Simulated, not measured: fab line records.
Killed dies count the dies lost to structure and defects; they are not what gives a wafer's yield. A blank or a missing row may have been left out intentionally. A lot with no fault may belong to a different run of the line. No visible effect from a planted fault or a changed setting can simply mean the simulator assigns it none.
A lot that was struck, set against a sound lot -- flow nand harc -- 15 steps out of a route of 1302
Sound: these wafers, L630.1, L630.2, L630.6. Struck: wafers L642.2, L642.4, L642.6. At the end, the cause is stated.
Each step with rows lists, per side, the tool, then ch with its chambers, then its first start. Under that, the readings that differ: sound wafers -- struck wafers -- difference of the means -- sigmas: that difference in standard deviations of wafers without a fault.
alike: same words and numbers on both sides, and readings whose means sit less than 2 such deviations apart. not compared: any withheld reading, any reading some wafer has no value for, any bound like >300 that may hide the same value, and any number with overlapping values for which the record gives no deviation.
A row with sigmas, a row that says differs or no value, or rows on one side alone: a step with any of these is where the two part. When numbers do not overlap yet have no deviation, they are printed without sigmas and do not part them. Lack of a reading on every wafer of one side parts them only where that side has two or more wafers.

NHARC_A_STAIRCASE_STRIP_274: strips in O2.
  sound on rie diel-10 ch 2,3; struck on rie diel-04 ch 0,3, day 23 02:38
  alike: drypump motor current A, oes product au, rf vpp V, showerhead plenum p Torr, throttle valve pct
  not compared: rf hours counter h
then, 3 steps without rows for these wafers: NHARC_A_STAIRCASE_STRIP_275 (strips in SPM, time 900 s); NHARC_A_STAIRCASE_PRECLEAN_276 (cleans in SC1); NHARC_A_STAIRCASE_SRD_277.
NHARC_A_STAIRCASE_HM_DEP_459: deposits aC, target thk 1500 nm.
  sound on acl dep-03 ch 0, day 18 03:07; struck on acl dep-02 ch 0, day 23 05:09
  alike: throttle valve pct
NHARC_A_STAIRCASE_DEP_280: deposits SiON, target thk 30 nm.
  sound on pecvd-01 ch 0,1,2, day 18 05:01; struck on pecvd-04 ch 0,1,2, day 23 06:47
  alike: heater power w
then, 5 steps without rows for these wafers: NHARC_A_STAIRCASE_DEHYDRATE_281 (time 120 s); NHARC_A_STAIRCASE_HMDS_282 (time 30 s); NHARC_A_STAIRCASE_COAT_283; NHARC_A_STAIRCASE_SOFTBAKE_284 (time 170 s); NHARC_A_STAIRCASE_EBR_285.
NHARC_A_STAIRCASE_EXPOSE_286: exposes mask CHOP 100.
  sound on krf scanner-03 ch 0, day 18 05:35; struck on krf scanner-03 ch 0, day 23 07:12
reading,sound,struck,difference,sigmas
exposure dose mJ cm2,24.976 25.006 24.996,18.917 18.960 18.917,-6.061,-99 or more
  alike: mask
then, 2 steps without rows for these wafers: NHARC_A_STAIRCASE_PEB_287 (peb time 130 s); NHARC_A_STAIRCASE_DEVELOP_288 (time 140 s).
-- record jumps: 10 days between struck wafers' starts before vs after; left off in module A_STAIRCASE, resumes in module END, first step shown is number 1302 of the route --
NHARC_END_SORT_01:
  sound on prober-01 ch 0, day 25 16:19; struck on prober-01 ch 0, day 33 00:55
reading,sound,struck,difference,sigmas
killed dies,90 89 81,48 45 55,-37,-2
  alike: killed at array, killed at other, killed at periphery, killed open, killed short

WHERE THEY PART
First at NHARC_A_STAIRCASE_EXPOSE_286; last, within this record, at NHARC_END_SORT_01.

WHY: whatever the simulator had introduced
Process parameters drifting: krf scanner-03 at NHARC_A_STAIRCASE_EXPOSE_286, beginning at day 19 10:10. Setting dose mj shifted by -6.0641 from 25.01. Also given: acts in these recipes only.
